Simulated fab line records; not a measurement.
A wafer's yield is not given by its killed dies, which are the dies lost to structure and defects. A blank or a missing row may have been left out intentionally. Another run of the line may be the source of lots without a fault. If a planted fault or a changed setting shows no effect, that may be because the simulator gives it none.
fab line records | flow nand_harc
record: lots: 13 wafers: 39 last_day: 24
route steps=1159 shown P_CONTACT@218 END@1159
lots that met no fault: taken from a fault-free run of the same line
start_h: hours from the record's first day to the start of the lot's first wafer shown | wait_h: hours elapsed since this lot's preceding step | " identical to the entry in the row above | L1.1+2: a row that stands for several wafers | - no value present, or no start provided | * or withheld: withheld | < > ~ a bound
route shown NAME@n: NAME is a module with steps in the file, n the number in the route of the first one | usual: the fault-free wafers' mean and standard deviation | same: alike in all rows | chamber/n: place in a boat | sites: per-site readings | _std_site: their standard deviation | _edge_site: outer sites' mean less inner sites' | radius_mm: for every site, how far away it sits from the centre of the wafer | mask NAME#n: copy n | behind: the last tool/chamber to shape the wafer | hold: the reason the lot was held/the length of the hold in hours/how it ended | device: the transistor (n, p or np) that didn't switch | end of line: the same wafers' tests at the end of the route | a step with no rows: only its recipe | killed: count of dies lost to structure and defects at first sort (not the wafer's yield) | map: a wafer's dies, x killed, . not, _ none there
set.NAME: the setting the step ran with; set.NAME@STEP: the setting that earlier step ran with | model.NAME: the simulator's own value behind a step, which no gauge read
the route's steps for a sample of lots (tables are steps, rows are wafers)
services: a tool's chamber out of use, with start hour (start_h, from the record's first day; less than 0 if before it), hours out, and reason
== steps ==
step: NHARC_P_CONTACT_DEP_00
recipe: target_thk_a: 5000 temp_c: 400 pressure_torr: 6.5 rf_w: 900 teos_flow_sccm: 161.4 flow_sccm: 2650 target_thk_nm: 500 gas: O2 material: SiO2
usual: heater_power_w: 580/100 throttle_valve_pct: 15.9/0.35
columns lot.wafer tool chamber start_h wait_h heater_power_w since_wet_clean_h throttle_valve_pct
L880.1 pecvd-04 0 - - 594 87 15.6
L880.6 " 2 " " 426 - 15.9
L880.5 " 0 " " 612 - 15.7
L883.1 pecvd-04 0 - - 626 101 15.6
L883.6 " 2 " " 484 - 15.9
L883.5 " 1 " " 460 - 16.2
L881.2 pecvd-01 0 - - 642 60 15.1
L881.4 " 1 " " 599 - 15.6
L881.6 " 0 " " 646 - 15.1
L884.1 pecvd-01 1 - - 647 77 15.6
L884.2 " 0 " " 727 77 15.2
L884.4 " 0 " " 555 - 15.2
L885.2 pecvd-04 2 - - 515 119 16.0
L885.1 " 1 " " 378 119 16.2
L885.5 " 2 " " 529 - 16.1
L893.2 pecvd-01 2 - - 395 127 16.0
L893.1 " 1 " " 647 127 15.5
L893.4 " 0 " " 682 - 15.6
L894.1 pecvd-02 1 - - 788 31 16.4
L894.2 " 0 " " 608 31 15.7
L894.5 " 0 " " 629 - 15.7
L895.1 pecvd-02 2 - - 641 39 15.4
L895.3 " 0 " " 688 39 16.3
L895.6 " 2 " " 647 - 15.5
L896.1 pecvd-01 1 - - 653 144 15.5
L896.5 " 0 " " 715 - 15.4
L896.6 " 1 " " 669 - 15.3
L898.1 pecvd-04 0 - - 478 14 15.7
L898.3 " 1 " " 544 14 15.9
L898.4 " 1 " " 404 - 16.4
L899.1 pecvd-02 2 - - 633 57 15.7
L899.3 " 1 " " 663 57 16.1
L899.4 " 1 " " 710 - 16.3
L900.1 pecvd-04 0 - - 527 25 15.7
L900.3 " 1 " " 517 25 15.9
L900.2 " 2 " " 491 25 15.8
L901.2 pecvd-04 1 - - 487 26 16.2
L901.4 " 2 " " 461 - 15.7
L901.6 " 0 " " 607 - 16.1
step: NHARC_P_CONTACT_DESCUM_17
recipe: time_s: 3 o2_flow_sccm: 200 ar_flow_sccm: 0 bias_power_w: 0 chemistry: O2
usual: drypump_motor_current_A: 5.8/0.52 oes_product_au: 1.000/0.0094 rf_vpp_V: 58.0/0.85 showerhead_plenum_p_Torr: 1.96/0.062 throttle_valve_pct: 11.311/0.0097
same: time_s: 3
columns lot.wafer tool chamber start_h wait_h drypump_motor_current_A oes_product_au rf_hours_counter_h rf_vpp_V showerhead_plenum_p_Torr throttle_valve_pct
L880.1 rie_diel-05 3 116.20 0.1 5.6 1.000 10 57.0 1.97 11.309
L880.6 " 3 " " 5.6 1.005 - 57.4 1.97 11.306
L880.5 " 0 " " 6.2 0.994 - 59.1 1.99 11.314
L883.1 rie_diel-05 2 129.55 0.1 5.0 1.000 13 55.9 1.93 11.317
L883.5 " 2 " " 5.0 1.002 - 58.2 1.93 11.302
L883.6 " 3 " " 5.7 0.997 - 57.1 1.97 11.341
L881.4 rie_diel-09 1 129.98 0.1 6.2 0.985 19 56.9 1.85 11.313
L881.2 " 2 " " 6.5 0.988 16 58.1 1.83 11.303
L881.6 " 1 " " 6.2 1.007 - 57.1 1.85 11.317
L884.4 rie_diel-08 3 147.43 0.1 6.0 1.005 1 58.5 2.03 11.322
L884.1 " 0 " " 5.3 0.998 1 59.0 1.97 11.330
L884.2 " 1 " " 6.3 1.015 0 57.4 1.98 11.312
L885.2 rie_diel-09 1 147.95 0.1 6.2 1.010 25 56.3 1.85 11.314
L885.1 " 2 " " 6.5 0.997 22 57.2 1.83 11.309
L885.5 " 0 " " 5.7 1.007 - 58.3 1.94 11.309
L893.2 rie_diel-05 2 197.97 0.1 5.0 1.024 2 57.7 1.93 11.303
L893.1 " 0 " " 6.2 0.998 2 57.6 1.99 11.317
L893.4 " 1 " " 6.6 1.010 2 58.1 2.04 11.324
L894.2 rie_diel-08 3 198.39 0.1 6.0 1.011 7 58.8 2.03 11.324
L894.1 " 0 " " 5.3 0.984 7 58.2 1.97 11.317
L894.5 " 3 " " 6.0 0.998 - 57.9 2.03 11.299
L895.3 rie_diel-08 3 206.54 0.1 6.0 0.994 8 58.3 2.02 11.316
L895.1 " 0 " " 5.3 0.982 8 59.1 1.97 11.327
L895.6 " 3 " " 6.0 0.998 - 60.0 2.02 11.319
L896.1 rie_diel-05 2 214.41 0.1 5.0 1.009 3 57.8 1.93 11.299
L896.6 " 2 " " 5.0 1.003 - 57.1 1.93 11.306
L896.5 " 3 " " 5.6 0.998 - 58.7 1.97 11.314
L898.4 rie_diel-05 2 224.05 0.1 5.0 1.010 4 58.5 1.93 11.297
L898.3 " 3 " " 5.6 1.005 4 58.3 1.97 11.312
L898.1 " 0 " " 6.2 1.004 5 58.1 1.99 11.322
L899.4 rie_diel-08 1 224.37 0.1 6.3 1.004 7 57.8 1.98 11.309
L899.3 " 3 " " 6.0 0.999 11 58.0 2.02 11.299
L899.1 " 0 " " 5.3 0.990 10 58.3 1.97 11.310
L900.1 rie_diel-08 3 234.89 0.1 6.0 0.997 11 57.6 2.02 11.295
L900.2 " 0 " " 5.3 0.989 11 58.2 1.97 11.314
L900.3 " 1 " " 6.3 1.002 8 57.9 1.98 11.324
L901.2 rie_diel-09 3 235.43 0.1 6.6 0.994 57 58.0 1.81 11.314
L901.4 " 1 " " 6.2 1.003 48 58.1 1.84 11.298
L901.6 " 2 " " 6.5 1.001 - 58.0 1.82 11.319
step: NHARC_P_CONTACT_DEGAS_38
recipe: temp_c: 300 time_s: 60
usual: heater_power_w: 494/58
same: time_s: 60
columns lot.wafer tool chamber start_h wait_h heater_power_w
L880.1 pvd_sputter-03 - 117.85 - 585
L880.6 " - " " 560
L880.5 " - " " 400
L883.1 pvd_sputter-02 - 131.24 - 542
L883.6 " - " " 529
L883.5 " - " " 467
L881.4 pvd_sputter-03 - 131.76 - 494
L881.2 " - " " 538
L881.6 " - " " 569
L884.4 pvd_sputter-01 - 149.01 - 488
L884.1 " - " " 505
L884.2 " - " " 382
L885.2 pvd_sputter-03 - 151.05 - 499
L885.1 " - " " 406
L885.5 " - " " 493
L893.2 pvd_sputter-03 - 199.57 - 403
L893.4 " - " " 554
L893.1 " - " " 488
L894.2 pvd_sputter-02 - 200.40 - 452
L894.1 " - " " 561
L894.5 " - " " 527
L895.1 pvd_sputter-02 - 208.66 - 548
L895.3 " - " " 452
L895.6 " - " " 540
L896.1 pvd_sputter-03 - 216.01 - 406
L896.5 " - " " 495
L896.6 " - " " 593
L898.1 pvd_sputter-02 - 225.63 - 562
L898.4 " - " " 544
L898.3 " - " " 441
L899.3 pvd_sputter-02 - 225.95 - 534
L899.4 " - " " 441
L899.1 " - " " 553
L900.2 pvd_sputter-03 - 236.47 - 580
L900.3 " - " " 395
L900.1 " - " " 549
L901.4 pvd_sputter-02 - 237.33 - 505
L901.2 " - " " 557
L901.6 " - " " 503
step: NHARC_P_CONTACT_ALD_22
recipe: target_thk_a: 30 pulse_time_s: 1 ald_cycles: 150 temp_c: 450 material: TiN
usual: ald_cycles: 150/0 heater_power_outer_w: 679/62 heater_power_w: 1065/79 precursor_pulse_height_rel: 1.001/0.019
columns lot.wafer tool chamber start_h wait_h ald_cycles heater_power_outer_w heater_power_w precursor_pulse_height_rel since_wet_clean_h
L880.1 ald_metal-04 2 118.21 - 150 740 1075 1.017 58
L880.6 " 3 " " 150 591 992 1.021 -
L880.5 " 0 " " 150 649 1021 1.000 -
L883.1 ald_metal-01 1 131.49 - 150 636 1012 1.002 20
L883.6 " 1 " " 150 644 999 0.989 -
L883.5 " 2 " " 150 692 1055 0.987 -
L881.4 ald_metal-02 1 132.04 - 150 726 1068 1.023 114
L881.2 " 2 " " 150 639 1011 1.021 114
L881.6 " 0 " " 150 606 946 1.008 -
L884.1 ald_metal-01 2 149.25 - - - - - -
L884.4 " 3 " " - - - - -
L884.2 " 0 " " - - - - -
L885.2 ald_metal-02 1 151.29 - - - - - -
L885.1 " 3 " " - - - - -
L885.5 " 2 " " - - - - -
L893.1 ald_metal-01 1 199.84 - 150 642 1011 0.985 88
L893.2 " 2 " " 150 677 1024 0.968 88
L893.4 " 3 " " 150 695 1145 1.010 88
L894.1 ald_metal-04 1 200.66 - 150 587 998 1.031 141
L894.2 " 2 " " 150 741 1109 1.007 141
L894.5 " 1 " " 150 602 990 1.008 -
L895.1 ald_metal-02 1 208.92 - 150 712 1059 1.010 13
L895.3 " 2 " " 150 651 1023 0.991 13
L895.6 " 0 " " 150 633 1004 0.994 -
L896.1 ald_metal-01 1 216.30 - 150 645 1009 0.994 104
L896.5 " 2 " " 150 690 1050 0.994 -
L896.6 " 3 " " 150 676 1137 0.975 -
L898.1 ald_metal-04 0 225.87 - 150 659 1007 0.993 166
L898.3 " 1 " " 150 608 997 1.030 166
L898.4 " 2 " " 150 753 1123 0.999 166
L899.1 ald_metal-01 3 226.19 - 150 698 1120 0.996 114
L899.3 " 0 " " 150 715 1106 1.012 114
L899.4 " 1 " " 150 640 1009 1.043 114
L900.3 ald_metal-02 3 236.73 - 150 845 1310 1.009 41
L900.1 " 0 " " 150 637 988 1.000 41
L900.2 " 1 " " 150 718 1040 1.014 41
L901.4 ald_metal-01 2 237.60 - 150 712 1066 1.004 126
L901.2 " 1 " " 150 638 1007 0.956 126
L901.6 " 3 " " 150 672 1135 0.970 -
step: NHARC_END_SORT_01
recipe: temp_c: 25
usual: killed_at_array: 27/8 killed_at_other: 0.8/1.2 killed_at_periphery: 3.3/2.3 killed_dies: 31/8.8 killed_open: 3.2/2.1 killed_short: 2.1/1.4
same: gross_dies: 677
columns lot.wafer tool chamber start_h wait_h killed_at_array killed_at_other killed_at_periphery killed_dies killed_open killed_short
L885.1 prober-01 0 483.41 2.5 24 1 578 603 3 1
L885.2 prober-01 0 484.21 2.8 25 3 567 595 2 2
L885.5 prober-01 0 486.58 3.7 25 1 586 612 1 1
L884.1 prober-02 0 483.45 2.5 25 0 573 598 5 4
L884.2 prober-02 0 484.25 2.8 21 1 584 606 4 1
L884.4 prober-02 0 485.84 3.4 25 0 575 600 1 1
killed by level:class
L885.1 P_CONTACT:area_ald=577 A_CHANNEL_HOLE_D1:chamber_film_flake=10 A_SLIT:chamber_film_flake=7 A_STAIRCASE:chamber_film_flake=3 A_SOURCE_PLATE:geometric_particle:open=1 A_ONON_D1:geometric_particle:short=1 A_CONTACT:geometric_particle:open=1 A_M0:geometric_particle:open=1
L884.1 P_CONTACT:area_ald=571 A_SLIT:chamber_film_flake=8 A_CHANNEL_FILL_D1:geometric_particle:short=3 A_CHANNEL_HOLE_D1:chamber_film_flake=2 A_STAIRCASE:chamber_film_flake=2 A_SGD_CUT:chamber_film_flake=2 A_WL_FILL:chamber_film_flake=2 P_STI:geometric_particle:open=1
L885.2 P_CONTACT:area_ald=565 A_CHANNEL_HOLE_D1:chamber_film_flake=12 A_SLIT:chamber_film_flake=8 THIN_TSV:chamber_film_flake=3 P_CONTACT:geometric_particle:short=1 A_SGD_CUT:geometric_particle:open=1 A_CONTACT:geometric_particle:open=1 A_M1:geometric_particle:short=1
L884.2 P_CONTACT:area_ald=582 A_SLIT:chamber_film_flake=11 A_CONTACT:chamber_film_flake=4 P_GATE:geometric_particle:open=1 A_ONON_D1:geometric_particle:open=1 A_CHANNEL_FILL_D1:geometric_particle:short=1 A_CONTACT:geometric_particle:open=1 P_M1:chamber_film_flake=1
L884.4 P_CONTACT:area_ald=575 A_SLIT:chamber_film_flake=14 A_CHANNEL_HOLE_D1:chamber_film_flake=2 A_STAIRCASE:chamber_film_flake=2 A_WL_FILL:chamber_film_flake=2 A_CONTACT:chamber_film_flake=2 A_CHANNEL_HOLE_D1:geometric_particle:open=1 A_WL_FILL:geometric_particle:short=1
L885.5 P_CONTACT:area_ald=584 A_CHANNEL_HOLE_D1:chamber_film_flake=12 A_SLIT:chamber_film_flake=7 A_WL_FILL:chamber_film_flake=2 P_GATE:geometric_particle:open=1 A_CHANNEL_FILL_D1:geometric_particle:short=1 P_BONDPAD:chamber_film_flake=1 A_CHANNEL_FILL_D1:chamber_film_flake=1
== services ==
columns tool chamber start_h hours kind
ald_metal-01 - 102.00 10.0 pm
pvd_sputter-03 - 102.00 10.0 pm
pecvd-04 - 108.70 2.3 repair
rie_diel-08 1 114.82 18.9 repair
rie_diel-08 3 117.65 13.6 repair
rie_diel-08 - 124.80 9.0 pm
ald_metal-04 - 127.44 0.7 repair
pecvd-04 0 136.78 3.8 repair
rie_diel-09 1 149.52 19.4 repair
pecvd-02 - 153.00 13.0 pm
rie_diel-08 - 153.17 1.4 repair
rie_diel-05 1 157.79 10.4 repair
rie_diel-05 - 163.60 9.0 pm
pecvd-04 - 168.56 1.0 repair
ald_metal-02 - 186.00 10.0 pm
rie_diel-08 1 195.41 13.8 repair
pecvd-04 - 195.54 13.0 pm
ald_metal-01 - 203.85 1.2 repair
pvd_sputter-02 - 214.00 10.0 pm
pecvd-01 1 217.07 6.2 repair
ald_metal-02 - 225.30 1.3 repair
rie_diel-05 0 232.31 7.2 repair
pecvd-04 2 234.84 25.9 repair
pecvd-01 - 237.10 13.0 pm
== key ==
first_sign: step: NHARC_P_CONTACT_ALD_22 reading: tool_record direction: missing
effect: step: NHARC_END_SORT_01 reading: killed_at_periphery direction: up sigmas: 99+ usual: 3.3 struck: 577.2
more_kills_born_at: NHARC_P_CONTACT_ALD_22@ald_metal-01: 1728 NHARC_P_CONTACT_ALD_22@ald_metal-02: 1726
met_at NHARC_P_CONTACT_ALD_22
struck_lots L884,L885
later_rows_left_out L884.1,L884.2,L884.4,L885.1,L885.2,L885.5
tester_left_out L884,L885
not_acting_at NHARC_P_CONTACT_DEP_00,NHARC_P_CONTACT_DESCUM_17,NHARC_P_CONTACT_DEGAS_38
onset_between 132.04 149.25
fault: kind: skipped_step_whole tool: ald_metal-01,ald_metal-02 chamber: - onset_h: 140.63 steps: NHARC_P_CONTACT_ALD_22 scope: struck_lots_only
tester_left_out: of these lots the tester's yield and bins aren't shown, on N5 and GAA mostly nor the transistor test; their killed dies are dies lost to structure and defects alone, not to doping, threshold or leakage, so they don't give the yield
later_rows_left_out: the simulator's readings of these wafers behind a module that went badly wrong aren't trusted and aren't shown, but for the sort
